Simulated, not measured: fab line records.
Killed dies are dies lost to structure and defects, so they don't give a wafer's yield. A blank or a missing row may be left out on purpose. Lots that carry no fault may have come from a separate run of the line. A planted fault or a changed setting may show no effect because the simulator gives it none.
One fault seen from 2 desks || flow n5-finfet || each desk has only its own numbers; what lay behind them comes last

THE TOOL OWNER'S DESK: ald-metal-03
The tool's own readings at N5_HKMG_FIN_ALD_21 (deposits TiN, target thk 1.5 nm, pulse time 1 s, purge time 3 s): means of the sampled wafers that have a number, for each lot that ran on this tool. A lot is out of limits, marked OUT, if its mean lies more than 4 standard deviations from the usual mean; the brackets give that distance.
Columns: A = heater-power-w at N5_HKMG_FIN_ALD_21, usual 843 W; B = precursor-pulse-height-rel at N5_HKMG_FIN_ALD_21, usual 1.003; C = susceptor-temp-C at N5_HKMG_FIN_ALD_21, usual 399.98 C
{"lot": "L159", "first seen here": "day 4 08:43", "A": 824, "B": 0.989, "C": 400.09}
{"lot": "L160", "first seen here": "day 4 13:36", "A": 922, "B": 1.017, "C": 400.14}
{"lot": "L164", "first seen here": "day 5 14:28", "A": 864, "B": 1.003, "C": 399.90}
{"lot": "L169", "first seen here": "day 6 22:13", "A": 852, "B": 0.988, "C": 399.90}
{"lot": "L171", "first seen here": "day 7 09:34", "A": 834, "B": 0.983, "C": 399.90}
{"lot": "L175", "first seen here": "day 8 08:36", "A": 885, "B": 1.010, "C": 399.95}
{"lot": "L177", "first seen here": "day 8 19:37", "A": 831, "B": 1.011, "C": 400.03}
This desk found nothing out of limits on any of the 7 lots.

METROLOGY DESK
What the gauges read for every lot (on any tool): the sampled wafers with a number, averaged. A lot is out of limits, marked OUT, if its mean lies more than 4 standard deviations from the usual mean; the brackets give that distance.
Columns: A = cd-nm at N5_PASSIVATION_CD_MEAS_44, usual 39998 nm
{"lot": "L160", "first seen here": "day 14 02:38", "A": 40002}
{"lot": "L159", "first seen here": "day 14 09:40", "A": 40000}
{"lot": "L164", "first seen here": "day 15 11:10", "A": 39996}
{"lot": "L166", "first seen here": "day 15 13:49", "A": 40006}
{"lot": "L167", "first seen here": "day 16 09:56", "A": 40001}
{"lot": "L171", "first seen here": "day 16 19:37", "A": 39998}
{"lot": "L169", "first seen here": "day 16 20:02", "A": 39994}
{"lot": "L178", "first seen here": "day 18 00:43", "A": 40001}
{"lot": "L177", "first seen here": "day 19 01:38", "A": 39996}
{"lot": "L180", "first seen here": "day 19 16:24", "A": 39999}
{"lot": "L175", "first seen here": "day 19 16:56", "A": 39995}
{"lot": "L182", "first seen here": "day 20 17:26", "A": 39999}
This desk found nothing out of limits on any of the 12 lots.

ALL TOGETHER
The tool owner's desk saw nothing out of limits.
The metrology desk saw nothing out of limits.

WHAT HAD BEEN PUT IN BY THE SIMULATOR
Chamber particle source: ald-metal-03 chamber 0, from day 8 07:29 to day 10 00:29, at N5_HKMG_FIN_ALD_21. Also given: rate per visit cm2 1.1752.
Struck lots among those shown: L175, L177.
